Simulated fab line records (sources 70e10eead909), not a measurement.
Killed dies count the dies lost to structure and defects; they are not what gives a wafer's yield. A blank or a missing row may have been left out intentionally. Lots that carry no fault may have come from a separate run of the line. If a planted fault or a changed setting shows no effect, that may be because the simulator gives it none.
Which tool was responsible?    flow nand-harc    36 wafers from 12 lots sampled at 4 of the route's 1302 steps

WHAT THE GAUGES READ, wafer by wafer
The record holds no reading of a measuring or inspecting step that can be judged against a usual standard deviation.

EACH LOT AND THE TOOL THAT RAN IT (in order: tool; ch and the chambers of the sampled wafers; start)
lot   NHARC_A_SLIT_ETCH_17              NHARC_A_SLIT_ETCH_29                NHARC_A_SIN_REMOVE_WET_00        NHARC_A_WL_FILL_ETCHBACK_04
L850  har-etch-01 ch 0,1, day 20 07:39  rie-diel-06 ch 0,1,3, day 20 11:36  wet-h3po4-01 ch 1, day 20 14:43  rie-metal-02 ch 1, day 20 21:04
L853  har-etch-01 ch 0,1, day 21 03:44  rie-diel-12 ch 0,1,3, day 21 08:16  wet-h3po4-01 ch 0, day 21 10:28  rie-metal-02 ch 0,1, day 21 18:17
L858  har-etch-01 ch 0,1, day 23 13:03  rie-diel-01 ch 0,1, day 23 16:56    wet-h3po4-01 ch 1, day 23 19:08  rie-metal-02 ch 0,1, day 24 01:25
L856  har-etch-02 ch 0,1, day 24 01:54  rie-diel-12 ch 0,1,3, day 24 06:25  wet-h3po4-02 ch 0, day 24 08:37  rie-metal-01 ch 0,1, day 24 14:57
L864  har-etch-01 ch 0,1, day 26 20:05  rie-diel-01 ch 1,2,3, day 26 23:59  wet-h3po4-02 ch 0, day 27 02:11  rie-metal-01 ch 0,1, day 27 08:40
L865  har-etch-02 ch 0,1, day 26 20:06  rie-diel-06 ch 0,2,3, day 27 00:37  wet-h3po4-02 ch 1, day 27 02:11  rie-metal-03 ch 0,1, day 27 08:34
L867  har-etch-02 ch 0,1, day 27 10:56  rie-diel-06 ch 1,2,3, day 27 15:25  wet-h3po4-01 ch 1, day 27 17:36  rie-metal-02 ch 0,1, day 27 23:52
L866  har-etch-01 ch 0,1, day 27 12:55  rie-diel-12 ch 2,3, day 27 15:38    wet-h3po4-01 ch 0, day 27 17:36  rie-metal-01 ch 0,1, day 28 00:15
L869  har-etch-02 ch 0,1, day 28 14:34  rie-diel-01 ch 0,3, day 28 19:04    wet-h3po4-02 ch 0, day 28 21:16  rie-metal-01 ch 0,1, day 29 03:45
L870  har-etch-01 ch 0,1, day 28 17:47  rie-diel-12 ch 1,3, day 28 22:22    wet-h3po4-01 ch 0, day 29 00:47  rie-metal-03 ch 0,1, day 29 07:09
L871  har-etch-01 ch 0,1, day 29 06:29  rie-diel-06 ch 1,3, day 29 11:04    wet-h3po4-01 ch 1, day 29 13:16  rie-metal-01 ch 0,1, day 29 19:31
L872  har-etch-01 ch 0,1, day 29 10:58  rie-diel-01 ch 0,1,3, day 29 14:53  wet-h3po4-02 ch 1, day 29 17:05  rie-metal-03 ch 0,1, day 29 23:26
- NHARC_A_SLIT_ETCH_17: etches the open film in C4F8/O2/Ar, time 4254.5 s, target depth 20300 nm.
- NHARC_A_SLIT_ETCH_29: etches the open film in CF4/O2, target depth 100 nm, overetch 10 nm, time 55 s.
- NHARC_A_SIN_REMOVE_WET_00: chemistry H3PO4, time 15300 s.
- NHARC_A_WL_FILL_ETCHBACK_04: etches the open film in NF3, target depth 60 nm, time 120 s.

WHAT THE TOOLS THEMSELVES READ (means of the sampled wafers that have a number; where no wafer has one, the mark that the record gives instead)
NHARC_A_SLIT_ETCH_17. Usual: drypump-motor-current-A 5.9 A, standard deviation 0.52; showerhead-plenum-p-Torr 3.69 Torr, standard deviation 0.16; throttle-valve-pct 32.045 %, standard deviation 0.0083.
lot   tool         drypump-motor-current-A (A)  showerhead-plenum-p-Torr (Torr)  throttle-valve-pct (%)  flag
L850  har-etch-01  5.7                          3.61                             32.045                  
L853  har-etch-01  6.1                          3.57                             32.044                  
L858  har-etch-01  5.7                          3.59                             32.046                  
L856  har-etch-02  6.0                          3.89                             32.043                  
L864  har-etch-01  6.1                          3.53                             32.046                  
L865  har-etch-02  5.8                          3.86                             32.046                  
L867  har-etch-02  6.0                          3.86                             32.043                  
L866  har-etch-01  5.7                          3.56                             32.041                  
L869  har-etch-02  5.8                          3.85                             32.055                  
L870  har-etch-01  5.7                          3.55                             32.048                  
L871  har-etch-01  5.7                          3.55                             32.040                  
L872  har-etch-01  6.1                          3.51                             32.042                  

NHARC_A_SLIT_ETCH_29. Usual: drypump-motor-current-A 6.0 A, standard deviation 0.35; oes-product-au 1.003 a.u., standard deviation 0.0094; rf-vpp-V 197.4 V, standard deviation 1.6; showerhead-plenum-p-Torr 1.31 Torr, standard deviation 0.065; throttle-valve-pct 13.398 %, standard deviation 0.009.
lot   tool         drypump-motor-current-A (A)  oes-product-au (a.u.)  rf-vpp-V (V)  showerhead-plenum-p-Torr (Torr)  throttle-valve-pct (%)  flag
L850  rie-diel-06  5.7                          1.007                  196.2         1.26                             13.397                  
L853  rie-diel-12  6.1                          1.002                  197.7         1.37                             13.388                  
L858  rie-diel-01  6.1                          1.005                  195.7         1.26                             13.394                  
L856  rie-diel-12  6.1                          1.002                  199.1         1.37                             13.393                  
L864  rie-diel-01  6.1                          1.004                  197.0         1.30                             13.394                  
L865  rie-diel-06  5.7                          1.001                  195.9         1.26                             13.409                  
L867  rie-diel-06  5.7                          1.004                  196.5         1.25                             13.398                  
L866  rie-diel-12  6.5                          1.006                  197.6         1.31                             13.401                  
L869  rie-diel-01  5.7                          1.018                  197.1         1.32                             13.404                  
L870  rie-diel-12  6.3                          0.996                  198.3         1.36                             13.398                  
L871  rie-diel-06  5.6                          0.996                  195.7         1.24                             13.406                  
L872  rie-diel-01  6.0                          1.009                  197.4         1.31                             13.391                  

NHARC_A_SIN_REMOVE_WET_00. Usual: bath-guard-temp-C 160.3 C, standard deviation 0.33; bath-heat-duty-pct 25.5 %, standard deviation 2.2.
lot   tool          bath-guard-temp-C (C)  bath-heat-duty-pct (%)  flag
L850  wet-h3po4-01  160.4                  24.3                    
L853  wet-h3po4-01  160.0                  27.3                    
L858  wet-h3po4-01  -                      -                       OFF
L856  wet-h3po4-02  -                      -                       OFF
L864  wet-h3po4-02  160.2                  28.7                    
L865  wet-h3po4-02  160.4                  23.6                    
L867  wet-h3po4-01  160.2                  24.7                    
L866  wet-h3po4-01  159.9                  26.6                    
L869  wet-h3po4-02  160.3                  29.2                    
L870  wet-h3po4-01  159.8                  27.4                    
L871  wet-h3po4-01  160.4                  25.4                    
L872  wet-h3po4-02  160.5                  23.5                    

NHARC_A_WL_FILL_ETCHBACK_04. Usual: drypump-motor-current-A 5.67 A, standard deviation 0.3; oes-product-au 1.001 a.u., standard deviation 0.009.
lot   tool          drypump-motor-current-A (A)  oes-product-au (a.u.)  flag
L850  rie-metal-02  5.75                         0.996                  
L853  rie-metal-02  5.53                         0.996                  
L858  rie-metal-02  5.29                         0.998                  
L856  rie-metal-01  5.94                         1.010                  
L864  rie-metal-01  5.98                         1.000                  
L865  rie-metal-03  5.68                         1.003                  
L867  rie-metal-02  5.30                         0.994                  
L866  rie-metal-01  5.85                         1.005                  
L869  rie-metal-01  5.96                         1.001                  
L870  rie-metal-03  5.67                         1.003                  
L871  rie-metal-01  5.94                         1.006                  
L872  rie-metal-03  5.71                         1.006                  

THE ANSWER, worked out from the rows above alone
Rule: a lot is off if the mean of its wafers that have a number lies more than 3 standard deviations from the usual mean. A lot without any number at a reading at which 4 lots or more have one is off too. The other lots that the step has rows for count as sound. First the gauges in route order, then the tools' own readings, where a lot's mean is used as printed above. At the first step where some lot is off, the reading lying furthest off is the one used; lots without a number count as furthest.
Off: L858, L856 (NHARC_A_SIN_REMOVE_WET_00, bath-guard-temp-C). Without a number there: L858, L856.
A tool fits if, at that step or a process step before it, it ran every lot that is off, and no sound lot after the first of them. No candidate that was tried fits.

WHAT WAS PUT IN BY THE SIMULATOR
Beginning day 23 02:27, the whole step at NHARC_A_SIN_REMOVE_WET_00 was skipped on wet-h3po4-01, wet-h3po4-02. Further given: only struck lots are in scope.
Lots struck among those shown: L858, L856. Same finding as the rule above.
